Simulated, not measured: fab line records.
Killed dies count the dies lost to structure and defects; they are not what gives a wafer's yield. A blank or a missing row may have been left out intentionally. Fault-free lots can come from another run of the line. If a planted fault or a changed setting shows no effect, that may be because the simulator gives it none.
fab line records | flow n5-finfet | part 1 of 2: steps 1 to 4 of 6
record: lots: 20 | wafers: 60 | last-day: 22
route steps=1938 shown SDB@374 HKMG_FIN@403
lots with no fault: from the same line, run without faults
start-h: hours from the record's first day to the start of the lot's first wafer shown | wait-h: how many hours have passed since the lot's step before this one | " the same as in the row above | L1.1+2: one row covering several wafers at once | - no value present, or no start provided | * or withheld: withheld | < > ~ a bound
route shown NAME@n: a module of which the file shows steps, and the number in the route of the first | usual: mean/standard deviation taken from wafers without a fault | same: alike in all rows | chamber/n: place in a boat | sites: each site's reading | _std_site: how widely they spread, as a standard deviation | _edge_site: the outer-site mean with the inner-site mean subtracted | radius-mm: for every site, how far away it sits from the centre of the wafer | mask NAME#n: copy n | behind: tool/chamber where the wafer was last shaped | hold: why the lot went on hold/how many hours it stayed there/how the hold came to an end | device: the n, p or np transistor that did not switch | end of line: tests run on the same wafers once the route is complete | step lacking rows: just its recipe | killed: the dies lost at the first sort to structure and to defects; this is not the yield of the wafer | map: a wafer's dies, marking killed ones x, the rest . and places with no die _
set.NAME: the run value of the setting; set.NAME@STEP: its run value at that earlier step | model.NAME: the simulator's own value behind a step, which no gauge read
one table for each step of the route and one row for each wafer, over a sample of lots
services: the hour from which a tool's chamber was out of use, counted from the record's first day as start-h (under 0 if before that day), plus the number of hours and why
== steps ==
step: N5_SDB_CMP_30
recipe: stop-on: poly-Si | t-overpolish-s: 1.54 | post-cmp-clean: alkaline-brush | down-force-psi: 4.1491 | platen-rpm: 51.796 | pad-velocity-m-s: 1.0306 | target-thk-nm: 30
usual: head-pressure-psi: 4.150/0.0093 | motor-current-A: 12.8/1.1 | overpolish-run-s: 1.539/0.0082 | time-to-endpoint-s: 17.5/2.1
lot.wafer | tool   | chamber | start-h | wait-h | head-pressure-psi | motor-current-A | overpolish-run-s | time-to-endpoint-s
L075.2    | cmp-04 | 2       | 79.63   | 1.4    | 4.141             | 12.0            | 1.537            | 16.2
L075.4    | "      | 0       | "       | "      | 4.151             | 11.9            | 1.530            | 15.9
L075.5    | "      | 2       | "       | "      | 4.148             | 12.9            | 1.536            | 17.3
L078.4    | cmp-03 | 2       | 93.44   | 1.5    | 4.151             | 11.0            | 1.543            | 18.1
L078.6    | "      | 0       | "       | "      | 4.141             | 12.2            | 1.554            | 20.1
L078.5    | "      | 1       | "       | "      | 4.161             | 13.3            | 1.544            | 19.3
L079.3    | cmp-04 | 2       | 100.52  | 1.4    | 4.150             | 12.3            | 1.547            | 18.7
L079.1    | "      | 3       | "       | "      | 4.148             | 13.4            | 1.549            | 18.7
L079.4    | "      | 0       | "       | "      | 4.132             | 12.1            | 1.530            | 14.6
L080.3    | cmp-03 | 0       | 105.55  | 1.4    | 4.159             | 12.4            | 1.535            | 21.4
L080.4    | "      | 1       | "       | "      | 4.149             | 12.9            | 1.533            | 20.5
L080.5    | "      | 3       | "       | "      | 4.144             | 13.2            | 1.547            | 20.7
L081.1    | cmp-04 | 0       | 111.27  | 1.4    | 4.146             | 11.9            | 1.560            | 18.0
L081.4    | "      | 2       | "       | "      | 4.144             | 12.4            | 1.541            | 16.2
L081.2    | "      | 3       | "       | "      | 4.138             | 14.2            | 1.545            | 17.4
L082.1    | cmp-03 | 0       | 120.47  | 1.4    | 4.146             | 11.7            | 1.532            | 19.1
L082.3    | "      | 1       | "       | "      | 4.139             | 11.8            | 1.560            | 18.0
L082.6    | "      | 0       | "       | "      | 4.145             | 12.7            | 1.537            | 19.5
L083.2    | cmp-02 | 0       | 128.75  | 1.4    | 4.167             | 12.5            | 1.536            | 15.9
L083.4    | "      | 1       | "       | "      | 4.150             | 13.0            | 1.546            | 19.0
L083.3    | "      | 2       | "       | "      | 4.157             | 14.1            | 1.529            | 16.9
L084.4    | cmp-02 | 0       | 131.26  | 0.0    | 4.140             | 12.6            | 1.542            | 16.3
L084.6    | "      | 0       | "       | "      | 4.146             | 12.1            | 1.542            | 19.5
L084.5    | "      | 1       | "       | "      | 4.163             | 12.5            | 1.532            | 20.1
L085.1    | cmp-04 | 2       | 137.86  | 1.4    | 4.143             | 12.3            | 1.548            | 15.3
L085.2    | "      | 1       | "       | "      | 4.147             | 14.1            | 1.543            | 18.0
L085.6    | "      | 2       | "       | "      | 4.141             | 12.1            | 1.545            | 17.4
L086.3    | cmp-04 | 2       | 143.79  | 1.4    | 4.143             | 12.1            | 1.541            | 14.0
L086.6    | "      | 1       | "       | "      | 4.155             | 14.8            | 1.534            | 17.2
L086.5    | "      | 2       | "       | "      | 4.137             | 11.7            | 1.537            | 14.3
L087.4    | cmp-03 | 1       | 149.03  | 1.5    | 4.147             | 12.2            | 1.544            | 17.1
L087.2    | "      | 2       | "       | "      | 4.131             | 11.2            | 1.538            | 16.6
L087.6    | "      | 3       | "       | "      | 4.159             | 13.4            | 1.543            | 16.4
L088.2    | cmp-03 | 0       | 154.00  | 1.5    | 4.147             | 11.6            | 1.523            | 22.0
L088.6    | "      | 2       | "       | "      | 4.162             | 11.1            | 1.548            | 20.0
L088.5    | "      | 3       | "       | "      | 4.150             | 12.5            | 1.521            | 19.2
L089.2    | cmp-04 | 1       | 159.77  | 1.4    | 4.154             | 14.6            | 1.533            | 17.4
L089.3    | "      | 2       | "       | "      | 4.154             | 13.0            | 1.538            | 15.3
L089.1    | "      | 0       | "       | "      | 4.143             | 12.0            | 1.550            | 14.1
L090.3    | cmp-03 | 3       | 165.23  | 1.4    | 4.159             | 14.0            | 1.546            | 18.2
L090.5    | "      | 2       | "       | "      | 4.155             | 11.5            | 1.533            | 19.9
L090.6    | "      | 3       | "       | "      | 4.137             | 13.2            | 1.522            | 18.7
L092.2    | cmp-04 | 1       | 177.99  | 1.4    | 4.144             | 14.5            | 1.548            | 19.0
L092.1    | "      | 2       | "       | "      | 4.158             | 12.4            | 1.537            | 20.1
L092.5    | "      | 0       | "       | "      | 4.150             | 11.6            | 1.528            | 19.5
L093.4    | cmp-04 | 2       | 182.49  | 1.4    | 4.178             | 12.1            | 1.561            | 12.8
L093.1    | "      | 3       | "       | "      | 4.148             | 13.6            | 1.527            | 13.8
L093.5    | "      | 2       | "       | "      | 4.159             | 12.1            | 1.540            | 15.9
L094.1    | cmp-04 | 3       | 189.38  | 1.4    | 4.137             | 13.9            | 1.548            | 16.3
L094.6    | "      | 2       | "       | "      | 4.154             | 12.8            | 1.550            | 16.8
L094.5    | "      | 3       | "       | "      | 4.149             | 13.9            | 1.528            | 15.9
L095.4    | cmp-03 | 2       | 196.87  | 1.5    | 4.145             | 11.6            | 1.537            | 17.8
L095.5    | "      | 0       | "       | "      | 4.136             | 12.5            | 1.524            | 19.1
L095.6    | "      | 1       | "       | "      | 4.154             | 12.9            | 1.548            | 19.2
L096.4    | cmp-04 | 3       | 203.63  | 1.4    | 4.159             | 13.5            | 1.550            | 17.1
L096.3    | "      | 0       | "       | "      | 4.147             | 11.8            | 1.551            | 15.1
L096.6    | "      | 0       | "       | "      | 4.157             | 12.1            | 1.533            | 13.6
L097.4    | cmp-04 | 3       | 213.13  | 1.4    | 4.164             | 13.1            | 1.536            | 17.9
L097.3    | "      | 0       | "       | "      | 4.150             | 11.6            | 1.543            | 18.6
L097.5    | "      | 3       | "       | "      | 4.165             | 13.9            | 1.528            | 17.1
step: N5_HKMG_FIN_ETCH_55
recipe: chemistry: N2/H2 | target: SOC | target-depth-a: 2400 | temp-c: 40 | time-s: 300 | ion-energy-ev: 200 | mask-material: SiARC | pressure-mtorr: 30 | source-w: 840 | bias-w: 150 | n2-flow-sccm: 200 | h2-flow-sccm: 200
usual: drypump-motor-current-A: 5.7/0.42 | oes-product-au: 0.78/0.097 | rf-vpp-V: 524.1/2.8 | showerhead-plenum-p-Torr: 2.56/0.098 | throttle-valve-pct: 17.95/0.14
lot.wafer | tool        | chamber | start-h | wait-h | drypump-motor-current-A | oes-product-au | rf-hours-counter-h | rf-vpp-V | showerhead-plenum-p-Torr | throttle-valve-pct
L075.2    | rie-diel-05 | 2       | 82.61   | 0.0    | 5.8                     | 0.72           | 189                | 527.0    | 2.63                     | 18.10
L075.4    | "           | 1       | "       | "      | 5.4                     | 0.69           | 222                | 521.4    | 2.42                     | 18.10
L075.5    | "           | 0       | "       | "      | 6.3                     | 0.70           | -                  | 526.2    | 2.62                     | 18.25
L078.4    | rie-diel-02 | 0       | 95.60   | 0.0    | 5.6                     | 0.74           | 165                | 521.4    | 2.44                     | 17.71
L078.5    | "           | 1       | "       | "      | 5.8                     | 0.77           | -                  | 526.3    | 2.65                     | 17.78
L078.6    | "           | 0       | "       | "      | 5.6                     | 0.74           | -                  | 519.4    | 2.44                     | 17.72
L079.1    | rie-diel-02 | 0       | 102.67  | 0.0    | 5.6                     | 0.74           | 168                | 519.1    | 2.43                     | 17.72
L079.3    | "           | 1       | "       | "      | 5.8                     | 0.77           | 139                | 527.9    | 2.65                     | 17.78
L079.4    | "           | 3       | "       | "      | 5.6                     | 0.78           | 118                | 521.6    | 2.45                     | 17.98
L080.3    | rie-diel-02 | 2       | 107.57  | 0.0    | 5.6                     | 0.83           | 71                 | 527.6    | 2.69                     | 17.99
L080.4    | "           | 1       | "       | "      | 5.7                     | 0.76           | 141                | 525.8    | 2.65                     | 17.79
L080.5    | "           | 2       | "       | "      | 5.6                     | 0.83           | -                  | 527.8    | 2.69                     | 17.96
L081.1    | rie-diel-02 | 3       | 113.50  | 0.0    | 5.6                     | 0.78           | 121                | 521.0    | 2.45                     | 17.98
L081.2    | "           | 2       | "       | "      | 5.7                     | 0.83           | 73                 | 528.7    | 2.69                     | 17.98
L081.4    | "           | 0       | "       | "      | 5.6                     | 0.73           | 172                | 520.5    | 2.43                     | 17.73
L082.1    | rie-diel-05 | 2       | 122.81  | 0.0    | 5.8                     | 0.71           | 203                | 524.4    | 2.62                     | 18.12
L082.3    | "           | 1       | "       | "      | 5.4                     | 0.67           | 236                | 520.5    | 2.42                     | 18.12
L082.6    | "           | 2       | "       | "      | 5.7                     | 0.71           | -                  | 525.5    | 2.62                     | 18.12
L083.2    | rie-diel-04 | 2       | 130.91  | 0.0    | 5.2                     | 0.72           | 192                | 522.8    | 2.51                     | 17.82
L083.3    | "           | 0       | "       | "      | 6.1                     | 0.69           | 241                | 520.8    | 2.41                     | 18.09
L083.4    | "           | 3       | "       | "      | 5.1                     | 0.71           | 215                | 526.6    | 2.62                     | 18.12
L084.4    | rie-diel-05 | 1       | 133.38  | 0.1    | 5.4                     | 0.67           | -                  | 520.4    | 2.41                     | 18.14
L084.5    | "           | 2       | "       | "      | 5.8                     | 0.71           | -                  | 524.9    | 2.62                     | 18.15
L084.6    | "           | 3       | "       | "      | 6.6                     | 0.71           | -                  | 528.0    | 2.63                     | 17.89
L085.1    | rie-diel-02 | 1       | 140.10  | 0.0    | 5.7                     | 0.75           | 152                | 527.0    | 2.65                     | 17.81
L085.2    | "           | 0       | "       | "      | 5.6                     | 0.72           | 181                | 520.9    | 2.43                     | 17.74
L085.6    | "           | 3       | "       | "      | 5.6                     | 0.77           | -                  | 521.0    | 2.45                     | 17.99
L086.3    | rie-diel-05 | 3       | 145.75  | 0.0    | 6.6                     | 0.72           | 179                | 526.1    | 2.63                     | 17.91
L086.5    | "           | 0       | "       | "      | 6.3                     | 0.97           | -                  | 523.6    | 2.62                     | 17.86
L086.6    | "           | 1       | "       | "      | 5.4                     | 0.67           | -                  | 517.8    | 2.41                     | 18.14
L087.2    | rie-diel-05 | 0       | 151.22  | 0.0    | 6.3                     | 0.96           | 6                  | 525.7    | 2.61                     | 17.87
L087.4    | "           | 3       | "       | "      | 6.6                     | 0.71           | 181                | 525.7    | 2.63                     | 17.91
L087.6    | "           | 0       | "       | "      | 6.4                     | 0.96           | -                  | 527.8    | 2.61                     | 17.86
L088.2    | rie-diel-02 | 2       | 155.99  | 0.0    | 5.7                     | 0.81           | 89                 | 527.7    | 2.68                     | 18.01
L088.5    | "           | 2       | "       | "      | 5.7                     | 0.81           | -                  | 526.0    | 2.68                     | 17.99
L088.6    | "           | 3       | "       | "      | 5.6                     | 0.77           | -                  | 520.6    | 2.44                     | 18.00
L089.1    | rie-diel-04 | 2       | 162.39  | 0.0    | 5.2                     | 0.70           | 204                | 523.9    | 2.51                     | 17.84
L089.2    | "           | 3       | "       | "      | 5.1                     | 0.70           | 227                | 526.5    | 2.61                     | 18.13
L089.3    | "           | 1       | "       | "      | 5.6                     | 0.91           | 34                 | 522.8    | 2.49                     | 17.95
L090.3    | rie-diel-04 | 2       | 168.22  | 0.0    | 5.2                     | 0.70           | 206                | 523.0    | 2.51                     | 17.84
L090.5    | "           | 1       | "       | "      | 5.6                     | 0.90           | -                  | 522.1    | 2.49                     | 17.95
L090.6    | "           | 2       | "       | "      | 5.2                     | 0.71           | -                  | 522.9    | 2.51                     | 17.86
L092.1    | rie-diel-02 | 2       | 180.44  | 0.0    | 5.7                     | 0.81           | 98                 | 526.5    | 2.68                     | 18.03
L092.2    | "           | 0       | "       | "      | 5.6                     | 0.72           | 193                | 519.8    | 2.42                     | 17.74
L092.5    | "           | 0       | "       | "      | 5.6                     | 0.71           | -                  | 519.3    | 2.42                     | 17.75
L093.1    | rie-diel-04 | 1       | 184.52  | 0.0    | 5.6                     | 0.89           | 43                 | 520.6    | 2.48                     | 17.96
L093.4    | "           | 2       | "       | "      | 5.1                     | 0.70           | 213                | 522.8    | 2.51                     | 17.87
L093.5    | "           | 3       | "       | "      | 5.1                     | 0.69           | -                  | 525.0    | 2.61                     | 18.16
L094.1    | rie-diel-04 | 2       | 191.46  | 0.0    | 5.2                     | 0.69           | 217                | 521.7    | 2.50                     | 17.88
L094.5    | "           | 0       | "       | "      | 6.1                     | 0.99           | -                  | 528.1    | 2.72                     | 17.69
L094.6    | "           | 3       | "       | "      | 5.1                     | 0.68           | -                  | 525.9    | 2.61                     | 18.17
L095.4    | rie-diel-04 | 3       | 198.94  | 0.0    | 5.1                     | 0.69           | 245                | 526.0    | 2.60                     | 18.17
L095.5    | "           | 3       | "       | "      | 5.1                     | 0.69           | -                  | 524.8    | 2.60                     | 18.16
L095.6    | "           | 2       | "       | "      | 5.2                     | 0.69           | -                  | 523.7    | 2.50                     | 17.87
L096.3    | rie-diel-05 | 1       | 205.67  | 0.0    | 5.4                     | 0.94           | 9                  | 529.1    | 2.73                     | 17.73
L096.4    | "           | 3       | "       | "      | 6.6                     | 0.70           | 200                | 525.4    | 2.62                     | 17.96
L096.6    | "           | 0       | "       | "      | 6.3                     | 0.91           | -                  | 525.7    | 2.61                     | 17.91
L097.3    | rie-diel-05 | 3       | 215.33  | 0.0    | 6.6                     | 0.70           | 204                | 527.0    | 2.62                     | 17.94
L097.4    | "           | 1       | "       | "      | 5.4                     | 0.93           | 13                 | 527.8    | 2.72                     | 17.74
L097.5    | "           | 1       | "       | "      | 5.4                     | 0.92           | -                  | 529.0    | 2.72                     | 17.72
step: N5_HKMG_FIN_DESCUM_17
recipe: chemistry: O2 | time-s: 7.9 | source-power-w: 50 | bias-power-w: 20 | pressure-mtorr: 20 | rf-frequency-hz: 2.712e+07 | temp-c: 40 | resist: CAR-ArF | o2-flow-sccm: 225
usual: drypump-motor-current-A: 5.8/0.4 | oes-product-au: 0.76/0.082 | rf-vpp-V: 243.4/1.4 | showerhead-plenum-p-Torr: 2.11/0.085 | throttle-valve-pct: 20.52/0.14
lot.wafer | tool        | chamber | start-h | wait-h | drypump-motor-current-A | oes-product-au | rf-hours-counter-h | rf-vpp-V | showerhead-plenum-p-Torr | throttle-valve-pct
L075.2    | rie-diel-05 | 2       | 86.13   | 0.3    | 5.8                     | 0.71           | 190                | 244.3    | 2.16                     | 20.74
L075.4    | "           | 0       | "       | "      | 6.3                     | 0.68           | 240                | 243.2    | 2.15                     | 20.71
L075.5    | "           | 0       | "       | "      | 6.3                     | 0.69           | -                  | 243.5    | 2.15                     | 20.70
L078.4    | rie-diel-04 | 3       | 98.88   | 0.0    | 5.1                     | 0.73           | 204                | 245.2    | 2.17                     | 20.60
L078.5    | "           | 3       | "       | "      | 5.2                     | 0.73           | -                  | 243.4    | 2.17                     | 20.61
L078.6    | "           | 0       | "       | "      | 6.1                     | 0.70           | -                  | 242.4    | 1.98                     | 20.56
L079.1    | rie-diel-05 | 0       | 105.93  | 0.0    | 6.3                     | 0.69           | 247                | 243.3    | 2.14                     | 20.72
L079.3    | "           | 2       | "       | "      | 5.8                     | 0.72           | 197                | 245.4    | 2.16                     | 20.75
L079.4    | "           | 1       | "       | "      | 5.4                     | 0.68           | 230                | 241.8    | 1.98                     | 20.50
L080.3    | rie-diel-05 | 0       | 110.87  | 0.2    | 6.3                     | 0.68           | 249                | 243.8    | 2.14                     | 20.71
L080.4    | "           | 2       | "       | "      | 5.8                     | 0.71           | 199                | 245.2    | 2.16                     | 20.74
L080.5    | "           | 0       | "       | "      | 6.3                     | 0.69           | -                  | 244.4    | 2.14                     | 20.73
L081.1    | rie-diel-05 | 1       | 117.07  | 0.2    | 5.4                     | 0.68           | 234                | 240.7    | 1.98                     | 20.50
L081.2    | "           | 2       | "       | "      | 5.7                     | 0.71           | 201                | 244.1    | 2.16                     | 20.73
L081.4    | "           | 1       | "       | "      | 5.4                     | 0.68           | -                  | 241.5    | 1.98                     | 20.51
L082.1    | rie-diel-05 | 2       | 126.11  | 0.0    | 5.8                     | 0.71           | 205                | 244.8    | 2.16                     | 20.77
L082.3    | "           | 3       | "       | "      | 6.6                     | 0.72           | 169                | 244.3    | 2.18                     | 20.56
L082.6    | "           | 3       | "       | "      | 6.6                     | 0.72           | -                  | 244.8    | 2.18                     | 20.57
L083.2    | rie-diel-02 | 0       | 134.43  | 0.4    | 5.6                     | 0.72           | 179                | 241.2    | 2.00                     | 20.36
L083.3    | "           | 1       | "       | "      | 5.8                     | 0.75           | 150                | 243.1    | 2.18                     | 20.41
L083.4    | "           | 3       | "       | "      | 5.6                     | 0.79           | 129                | 242.7    | 2.02                     | 20.61
L084.4    | rie-diel-02 | 3       | 136.57  | 0.0    | 5.6                     | 0.80           | 129                | 241.9    | 2.02                     | 20.59
L084.5    | "           | 3       | "       | "      | 5.6                     | 0.79           | -                  | 242.4    | 2.02                     | 20.59
L084.6    | "           | 0       | "       | "      | 5.6                     | 0.72           | -                  | 243.2    | 2.00                     | 20.35
L085.1    | rie-diel-05 | 0       | 143.47  | 0.0    | 6.3                     | 0.98           | 2                  | 243.8    | 2.14                     | 20.34
L085.2    | "           | 2       | "       | "      | 5.8                     | 0.70           | 212                | 244.0    | 2.15                     | 20.76
L085.6    | "           | 3       | "       | "      | 6.6                     | 0.72           | -                  | 244.5    | 2.18                     | 20.57
L086.3    | rie-diel-04 | 1       | 149.08  | 0.1    | 5.6                     | 0.93           | 29                 | 242.6    | 2.04                     | 20.54
L086.5    | "           | 2       | "       | "      | 5.1                     | 0.70           | -                  | 243.1    | 2.07                     | 20.47
L086.6    | "           | 1       | "       | "      | 5.6                     | 0.92           | -                  | 243.9    | 2.04                     | 20.51
L087.2    | rie-diel-05 | 1       | 154.92  | 0.2    | 5.4                     | 0.68           | 249                | 242.2    | 1.98                     | 20.53
L087.4    | "           | 0       | "       | "      | 6.3                     | 0.94           | 7                  | 244.7    | 2.14                     | 20.35
L087.6    | "           | 2       | "       | "      | 5.7                     | 0.70           | -                  | 243.6    | 2.15                     | 20.76
L088.2    | rie-diel-02 | 1       | 159.28  | 0.0    | 5.8                     | 0.75           | 159                | 244.7    | 2.18                     | 20.43
L088.5    | "           | 3       | "       | "      | 5.6                     | 0.78           | -                  | 241.8    | 2.01                     | 20.60
L088.6    | "           | 0       | "       | "      | 5.6                     | 0.71           | -                  | 242.8    | 2.00                     | 20.36
L089.1    | rie-diel-05 | 3       | 165.68  | 0.0    | 6.6                     | 0.70           | 186                | 243.1    | 2.17                     | 20.60
L089.2    | "           | 0       | "       | "      | 6.3                     | 0.94           | 11                 | 243.7    | 2.14                     | 20.35
L089.3    | "           | 2       | "       | "      | 5.8                     | 0.69           | 219                | 242.9    | 2.15                     | 20.78
L090.3    | rie-diel-02 | 1       | 171.42  | 0.0    | 5.8                     | 0.74           | 163                | 244.9    | 2.18                     | 20.42
L090.5    | "           | 1       | "       | "      | 5.7                     | 0.74           | -                  | 244.6    | 2.18                     | 20.43
L090.6    | "           | 0       | "       | "      | 5.6                     | 0.71           | -                  | 241.5    | 1.99                     | 20.38
L092.1    | rie-diel-02 | 1       | 183.94  | 0.0    | 5.7                     | 0.74           | 169                | 242.9    | 2.18                     | 20.41
L092.2    | "           | 2       | "       | "      | 5.7                     | 0.80           | 99                 | 244.8    | 2.19                     | 20.50
L092.5    | "           | 1       | "       | "      | 5.7                     | 0.73           | -                  | 246.2    | 2.18                     | 20.43
L093.1    | rie-diel-02 | 2       | 187.71  | 0.0    | 5.7                     | 0.80           | 101                | 245.8    | 2.19                     | 20.51
L093.4    | "           | 0       | "       | "      | 5.6                     | 0.71           | 196                | 241.5    | 1.99                     | 20.39
L093.5    | "           | 0       | "       | "      | 5.6                     | 0.71           | -                  | 241.6    | 1.99                     | 20.38
L094.1    | rie-diel-04 | 3       | 194.70  | 0.0    | 5.1                     | 0.70           | 243                | 243.7    | 2.15                     | 20.67
L094.5    | "           | 1       | "       | "      | 5.5                     | 0.89           | -                  | 243.3    | 2.04                     | 20.56
L094.6    | "           | 2       | "       | "      | 5.1                     | 0.69           | -                  | 243.1    | 2.06                     | 20.50
L095.4    | rie-diel-02 | 2       | 202.34  | 0.0    | 5.7                     | 0.80           | 105                | 244.0    | 2.19                     | 20.50
L095.5    | "           | 3       | "       | "      | 5.6                     | 0.76           | -                  | 242.2    | 2.01                     | 20.64
L095.6    | "           | 2       | "       | "      | 5.7                     | 0.78           | -                  | 242.9    | 2.19                     | 20.50
L096.3    | rie-diel-04 | 0       | 208.96  | 0.0    | 6.1                     | 0.95           | 13                 | 244.2    | 2.23                     | 20.24
L096.4    | "           | 2       | "       | "      | 5.2                     | 0.69           | 223                | 241.6    | 2.06                     | 20.49
L096.6    | "           | 3       | "       | "      | 5.2                     | 0.69           | -                  | 245.3    | 2.15                     | 20.67
L097.3    | rie-diel-05 | 3       | 218.60  | 0.0    | 6.6                     | 0.69           | 205                | 245.6    | 2.17                     | 20.61
L097.4    | "           | 0       | "       | "      | 6.3                     | 0.89           | 31                 | 243.7    | 2.13                     | 20.38
L097.5    | "           | 0       | "       | "      | 6.3                     | 0.89           | -                  | 244.4    | 2.13                     | 20.38
step: N5_HKMG_FIN_ETCH_35
recipe: chemistry: N2/H2 | target: SOC | target-depth-a: 2158 | ion-energy-ev: 65 | bias-w: 5 | source-w: 3000 | time-s: 243.4 | pressure-mtorr: 30 | n2-flow-sccm: 200 | h2-flow-sccm: 200
usual: drypump-motor-current-A: 5.8/0.41 | oes-product-au: 0.76/0.081 | rf-vpp-V: 141.6/1.1 | showerhead-plenum-p-Torr: 2.57/0.1 | throttle-valve-pct: 17.97/0.15
lot.wafer | tool        | chamber | start-h | wait-h | drypump-motor-current-A | oes-product-au | rf-hours-counter-h | rf-vpp-V | showerhead-plenum-p-Torr | throttle-valve-pct
L075.2    | rie-diel-05 | 2       | 86.43   | 0.0    | 5.8                     | 0.72           | 190                | 143.3    | 2.63                     | 18.12
L075.4    | "           | 0       | "       | "      | 6.3                     | 0.69           | 240                | 141.8    | 2.62                     | 18.28
L075.5    | "           | 0       | "       | "      | 6.3                     | 0.69           | -                  | 140.8    | 2.62                     | 18.28
L078.4    | rie-diel-04 | 3       | 99.18   | 0.0    | 5.1                     | 0.72           | 204                | 141.4    | 2.62                     | 18.09
L078.5    | "           | 3       | "       | "      | 5.1                     | 0.72           | -                  | 141.5    | 2.62                     | 18.10
L078.6    | "           | 0       | "       | "      | 6.1                     | 0.70           | -                  | 141.5    | 2.41                     | 18.06
L079.1    | rie-diel-05 | 0       | 106.24  | 0.0    | 6.3                     | 0.68           | 247                | 141.0    | 2.62                     | 18.28
L079.3    | "           | 2       | "       | "      | 5.7                     | 0.72           | 197                | 141.9    | 2.63                     | 18.12
L079.4    | "           | 1       | "       | "      | 5.4                     | 0.68           | 230                | 139.4    | 2.42                     | 18.12
L080.3    | rie-diel-05 | 0       | 111.17  | 0.0    | 6.3                     | 0.69           | 249                | 142.3    | 2.62                     | 18.29
L080.4    | "           | 2       | "       | "      | 5.8                     | 0.72           | 199                | 140.4    | 2.62                     | 18.14
L080.5    | "           | 0       | "       | "      | 6.3                     | 0.69           | -                  | 141.5    | 2.62                     | 18.29
L081.1    | rie-diel-05 | 1       | 117.37  | 0.0    | 5.4                     | 0.67           | 235                | 140.8    | 2.42                     | 18.13
L081.2    | "           | 2       | "       | "      | 5.8                     | 0.72           | 201                | 142.0    | 2.62                     | 18.13
L081.4    | "           | 1       | "       | "      | 5.4                     | 0.68           | -                  | 141.7    | 2.42                     | 18.12
L082.1    | rie-diel-05 | 2       | 126.41  | 0.0    | 5.8                     | 0.71           | 205                | 141.5    | 2.62                     | 18.14
L082.3    | "           | 3       | "       | "      | 6.6                     | 0.72           | 169                | 141.5    | 2.64                     | 17.91
L082.6    | "           | 3       | "       | "      | 6.6                     | 0.72           | -                  | 143.9    | 2.64                     | 17.90
L083.2    | rie-diel-02 | 0       | 134.74  | 0.0    | 5.6                     | 0.73           | 179                | 140.9    | 2.43                     | 17.75
L083.3    | "           | 1       | "       | "      | 5.8                     | 0.75           | 150                | 143.0    | 2.65                     | 17.81
L083.4    | "           | 3       | "       | "      | 5.6                     | 0.78           | 129                | 141.1    | 2.45                     | 18.00
L084.4    | rie-diel-02 | 3       | 136.87  | 0.0    | 5.6                     | 0.78           | 130                | 139.3    | 2.45                     | 18.00
L084.5    | "           | 3       | "       | "      | 5.6                     | 0.78           | -                  | 141.5    | 2.45                     | 18.01
L084.6    | "           | 0       | "       | "      | 5.6                     | 0.73           | -                  | 141.4    | 2.43                     | 17.75
L085.1    | rie-diel-05 | 0       | 143.77  | 0.0    | 6.3                     | 0.98           | 2                  | 142.5    | 2.62                     | 17.86
L085.2    | "           | 2       | "       | "      | 5.8                     | 0.72           | 212                | 142.1    | 2.62                     | 18.14
L085.6    | "           | 3       | "       | "      | 6.6                     | 0.72           | -                  | 142.0    | 2.63                     | 17.90
L086.3    | rie-diel-04 | 1       | 149.38  | 0.0    | 5.5                     | 0.91           | 29                 | 141.1    | 2.49                     | 17.95
L086.5    | "           | 2       | "       | "      | 5.2                     | 0.71           | -                  | 140.1    | 2.51                     | 17.84
L086.6    | "           | 1       | "       | "      | 5.5                     | 0.92           | -                  | 141.1    | 2.49                     | 17.96
L087.2    | rie-diel-05 | 1       | 155.22  | 0.0    | 5.4                     | 0.67           | 249                | 140.6    | 2.41                     | 18.14
L087.4    | "           | 0       | "       | "      | 6.3                     | 0.94           | 7                  | 142.2    | 2.61                     | 17.87
L087.6    | "           | 2       | "       | "      | 5.8                     | 0.71           | -                  | 141.4    | 2.62                     | 18.14
L088.2    | rie-diel-02 | 1       | 159.58  | 0.0    | 5.8                     | 0.75           | 159                | 140.8    | 2.64                     | 17.81
L088.5    | "           | 3       | "       | "      | 5.6                     | 0.77           | -                  | 142.7    | 2.44                     | 18.00
L088.6    | "           | 0       | "       | "      | 5.6                     | 0.72           | -                  | 139.6    | 2.43                     | 17.74
L089.1    | rie-diel-05 | 3       | 165.99  | 0.0    | 6.6                     | 0.71           | 187                | 141.8    | 2.63                     | 17.94
L089.2    | "           | 0       | "       | "      | 6.3                     | 0.93           | 11                 | 141.2    | 2.61                     | 17.87
L089.3    | "           | 2       | "       | "      | 5.8                     | 0.70           | 220                | 142.8    | 2.62                     | 18.17
L090.3    | rie-diel-02 | 1       | 171.72  | 0.0    | 5.8                     | 0.74           | 163                | 141.2    | 2.64                     | 17.81
L090.5    | "           | 1       | "       | "      | 5.8                     | 0.74           | -                  | 140.7    | 2.64                     | 17.84
L090.6    | "           | 0       | "       | "      | 5.6                     | 0.72           | -                  | 141.3    | 2.42                     | 17.78
L092.1    | rie-diel-02 | 1       | 184.24  | 0.0    | 5.8                     | 0.75           | 169                | 141.8    | 2.64                     | 17.84
L092.2    | "           | 2       | "       | "      | 5.7                     | 0.81           | 99                 | 142.5    | 2.68                     | 18.05
L092.5    | "           | 1       | "       | "      | 5.8                     | 0.75           | -                  | 142.3    | 2.64                     | 17.86
L093.1    | rie-diel-02 | 2       | 188.01  | 0.0    | 5.7                     | 0.80           | 101                | 142.4    | 2.68                     | 18.03
L093.4    | "           | 0       | "       | "      | 5.6                     | 0.72           | 196                | 140.2    | 2.42                     | 17.78
L093.5    | "           | 0       | "       | "      | 5.6                     | 0.71           | -                  | 139.5    | 2.42                     | 17.76
L094.1    | rie-diel-04 | 3       | 195.00  | 0.0    | 5.1                     | 0.68           | 243                | 141.4    | 2.60                     | 18.16
L094.5    | "           | 1       | "       | "      | 5.6                     | 0.89           | -                  | 141.8    | 2.48                     | 17.99
L094.6    | "           | 2       | "       | "      | 5.2                     | 0.70           | -                  | 141.2    | 2.50                     | 17.86
L095.4    | rie-diel-02 | 2       | 202.64  | 0.0    | 5.6                     | 0.80           | 105                | 142.1    | 2.68                     | 18.04
L095.5    | "           | 3       | "       | "      | 5.6                     | 0.76           | -                  | 140.3    | 2.44                     | 18.05
L095.6    | "           | 2       | "       | "      | 5.6                     | 0.79           | -                  | 141.9    | 2.68                     | 18.05
L096.3    | rie-diel-04 | 0       | 209.26  | 0.0    | 6.1                     | 0.95           | 13                 | 143.6    | 2.72                     | 17.72
L096.4    | "           | 2       | "       | "      | 5.2                     | 0.69           | 223                | 142.5    | 2.50                     | 17.88
L096.6    | "           | 3       | "       | "      | 5.1                     | 0.69           | -                  | 142.7    | 2.60                     | 18.16
L097.3    | rie-diel-05 | 3       | 218.90  | 0.0    | 6.6                     | 0.70           | 205                | 142.0    | 2.62                     | 17.96
L097.4    | "           | 0       | "       | "      | 6.3                     | 0.90           | 31                 | 141.7    | 2.60                     | 17.91
L097.5    | "           | 0       | "       | "      | 6.3                     | 0.89           | -                  | 142.6    | 2.60                     | 17.91
